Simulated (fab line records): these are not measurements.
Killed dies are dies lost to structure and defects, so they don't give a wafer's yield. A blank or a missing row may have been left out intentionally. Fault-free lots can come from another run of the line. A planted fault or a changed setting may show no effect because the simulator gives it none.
Which tool is to blame? || flow n5Finfet || 12 lots, 36 wafers sampled, at 6 steps of a route of 1938

WHAT THE GAUGES READ, wafer by wafer
N5_BEOL_M4_OVL_MEAS_12.
{"lot": "L074", "measured": "day 7 16:05", "on": "overlay-01", "M4_OVL (nm)": "-1.3 -0.7 -0.4"}
{"lot": "L077", "measured": "day 8 03:21", "on": "overlay-01", "M4_OVL (nm)": "-0.6 0.1 -0.1"}
{"lot": "L079", "measured": "day 8 19:34", "on": "overlay-02", "M4_OVL (nm)": "1.2 0.8 1.2"}
{"lot": "L081", "measured": "day 10 00:52", "on": "overlay-01", "M4_OVL (nm)": "0.2 0.4 -0.7"}
{"lot": "L084", "measured": "day 10 06:50", "on": "overlay-02", "M4_OVL (nm)": "0.1 0.3 1.1"}
{"lot": "L083", "measured": "day 10 13:08", "on": "overlay-01", "M4_OVL (nm)": "-0.3 0.3 -0.3"}
{"lot": "L087", "measured": "day 10 16:20", "on": "overlay-02", "M4_OVL (nm)": "-0.2 -0.4 -1.1"}
{"lot": "L089", "measured": "day 11 06:38", "on": "overlay-02", "M4_OVL (nm)": "0.8 0.1 -0.5"}
{"lot": "L091", "measured": "day 11 14:27", "on": "overlay-01", "M4_OVL (nm)": "0.2 1.0 0.2"}
{"lot": "L093", "measured": "day 12 11:45", "on": "overlay-02", "M4_OVL (nm)": "1.4 -0.2 0.4"}
{"lot": "L095", "measured": "day 13 09:22", "on": "overlay-01", "M4_OVL (nm)": "0.3 0.8 -0.2"}
{"lot": "L097", "measured": "day 13 20:00", "on": "overlay-02", "M4_OVL (nm)": "-0.1 -0.3 -0.2"}

EACH LOT AND THE TOOL THAT RAN IT (in order: tool; ch and the chambers of the sampled wafers; start)
{"lot": "L074", "N5_BEOL_M3_SPUTTER_48": "pvdSputter-01, day 7 10:55", "N5_BEOL_M3_ANNEAL_80": "pvdSputter-01, day 7 11:13", "N5_BEOL_M3_ANNEAL_82": "pvdSputter-01, day 7 11:26", "N5_BEOL_M3_ANNEAL_51": "rtpAnneal-01 ch 0, day 7 12:56", "N5_BEOL_M3_CMP_52": "cmp-04 ch 2,3, day 7 13:24"}
{"lot": "L077", "N5_BEOL_M3_SPUTTER_48": "pvdSputter-01, day 7 23:51", "N5_BEOL_M3_ANNEAL_80": "pvdSputter-01, day 8 00:09", "N5_BEOL_M3_ANNEAL_82": "pvdSputter-01, day 8 00:22", "N5_BEOL_M3_ANNEAL_51": "rtpAnneal-02 ch 0, day 8 01:49", "N5_BEOL_M3_CMP_52": "cmp-01 ch 0,1,3, day 8 02:09"}
{"lot": "L079", "N5_BEOL_M3_SPUTTER_48": "pvdSputter-03, day 8 16:03", "N5_BEOL_M3_ANNEAL_80": "pvdSputter-03, day 8 16:21", "N5_BEOL_M3_ANNEAL_82": "pvdSputter-03, day 8 16:34", "N5_BEOL_M3_ANNEAL_51": "rtpAnneal-02 ch 0, day 8 18:03", "N5_BEOL_M3_CMP_52": "cmp-01 ch 1,2, day 8 18:18"}
{"lot": "L081", "N5_BEOL_M3_SPUTTER_48": "pvdSputter-01, day 9 20:08", "N5_BEOL_M3_ANNEAL_80": "pvdSputter-01, day 9 20:26", "N5_BEOL_M3_ANNEAL_82": "pvdSputter-01, day 9 20:40", "N5_BEOL_M3_ANNEAL_51": "rtpAnneal-01 ch 0, day 9 22:53", "N5_BEOL_M3_CMP_52": "cmp-01 ch 0,2,3, day 9 23:11"}
{"lot": "L084", "N5_BEOL_M3_SPUTTER_48": "pvdSputter-03, day 10 00:14", "N5_BEOL_M3_ANNEAL_80": "pvdSputter-03, day 10 00:32", "N5_BEOL_M3_ANNEAL_82": "pvdSputter-03, day 10 00:46", "N5_BEOL_M3_ANNEAL_51": "rtpAnneal-01 ch 0, day 10 03:41", "N5_BEOL_M3_CMP_52": "cmp-04 ch 0,2,3, day 10 03:56"}
{"lot": "L083", "N5_BEOL_M3_SPUTTER_48": "pvdSputter-03, day 10 07:35", "N5_BEOL_M3_ANNEAL_80": "pvdSputter-03, day 10 07:53", "N5_BEOL_M3_ANNEAL_82": "pvdSputter-03, day 10 08:06", "N5_BEOL_M3_ANNEAL_51": "rtpAnneal-01 ch 0, day 10 09:46", "N5_BEOL_M3_CMP_52": "cmp-01 ch 0,1,3, day 10 10:08"}
{"lot": "L087", "N5_BEOL_M3_SPUTTER_48": "pvdSputter-03, day 10 10:52", "N5_BEOL_M3_ANNEAL_80": "pvdSputter-03, day 10 11:10", "N5_BEOL_M3_ANNEAL_82": "pvdSputter-03, day 10 11:23", "N5_BEOL_M3_ANNEAL_51": "rtpAnneal-01 ch 0, day 10 13:32", "N5_BEOL_M3_CMP_52": "cmp-04 ch 0,1,2, day 10 13:58"}
{"lot": "L089", "N5_BEOL_M3_SPUTTER_48": "pvdSputter-03, day 11 00:34", "N5_BEOL_M3_ANNEAL_80": "pvdSputter-03, day 11 00:52", "N5_BEOL_M3_ANNEAL_82": "pvdSputter-03, day 11 01:05", "N5_BEOL_M3_ANNEAL_51": "rtpAnneal-01 ch 0, day 11 03:11", "N5_BEOL_M3_CMP_52": "cmp-04 ch 0,2,3, day 11 03:29"}
{"lot": "L091", "N5_BEOL_M3_SPUTTER_48": "pvdSputter-03, day 11 09:48", "N5_BEOL_M3_ANNEAL_80": "pvdSputter-03, day 11 10:06", "N5_BEOL_M3_ANNEAL_82": "pvdSputter-03, day 11 10:19", "N5_BEOL_M3_ANNEAL_51": "rtpAnneal-01 ch 0, day 11 12:10", "N5_BEOL_M3_CMP_52": "cmp-04 ch 0,1,3, day 11 12:29"}
{"lot": "L093", "N5_BEOL_M3_SPUTTER_48": "pvdSputter-01, day 12 05:08", "N5_BEOL_M3_ANNEAL_80": "pvdSputter-01, day 12 05:26", "N5_BEOL_M3_ANNEAL_82": "pvdSputter-01, day 12 05:40", "N5_BEOL_M3_ANNEAL_51": "rtpAnneal-01 ch 0, day 12 09:09", "N5_BEOL_M3_CMP_52": "cmp-01 ch 2,3, day 12 09:27"}
{"lot": "L095", "N5_BEOL_M3_SPUTTER_48": "pvdSputter-01, day 13 05:06", "N5_BEOL_M3_ANNEAL_80": "pvdSputter-01, day 13 05:24", "N5_BEOL_M3_ANNEAL_82": "pvdSputter-01, day 13 05:37", "N5_BEOL_M3_ANNEAL_51": "rtpAnneal-01 ch 0, day 13 07:14", "N5_BEOL_M3_CMP_52": "cmp-04 ch 0,1,2, day 13 07:34"}
{"lot": "L097", "N5_BEOL_M3_SPUTTER_48": "pvdSputter-03, day 13 16:22", "N5_BEOL_M3_ANNEAL_80": "pvdSputter-03, day 13 16:40", "N5_BEOL_M3_ANNEAL_82": "pvdSputter-03, day 13 16:53", "N5_BEOL_M3_ANNEAL_51": "rtpAnneal-01 ch 0, day 13 18:25", "N5_BEOL_M3_CMP_52": "cmp-04 ch 0,1,2, day 13 18:42"}
- N5_BEOL_M3_SPUTTER_48: material Cu, target thk 4.5 nm, time 8.29 s.
- N5_BEOL_M3_ANNEAL_80: time 240 s.
- N5_BEOL_M3_ANNEAL_82: time 240 s.
- N5_BEOL_M3_ANNEAL_51: time 90 s.
- N5_BEOL_M3_CMP_52: polishes, stops on SiOC, t overpolish 6.8 s, target thk 40 nm.

THE ANSWER, worked out from the rows above alone
Rule: what is usual is taken from the lots themselves. Put in order of their means at a reading, lots are off if they are a third of the lots or fewer, leave a main group of 4 or more, and stand apart from it by a gap of 3 or more times the standard deviation of the main group's means; of several such gaps the widest counts. A main group is skipped when, at the precision printed for the reading in the tables above, its means are all equal. A lot without any number at a reading at which 4 lots or more have one is off too. Any other lot the step has rows for is counted as sound.
Nothing can be told from this: no lot is off at any reading shown.

WHAT THE SIMULATOR HAD PUT IN
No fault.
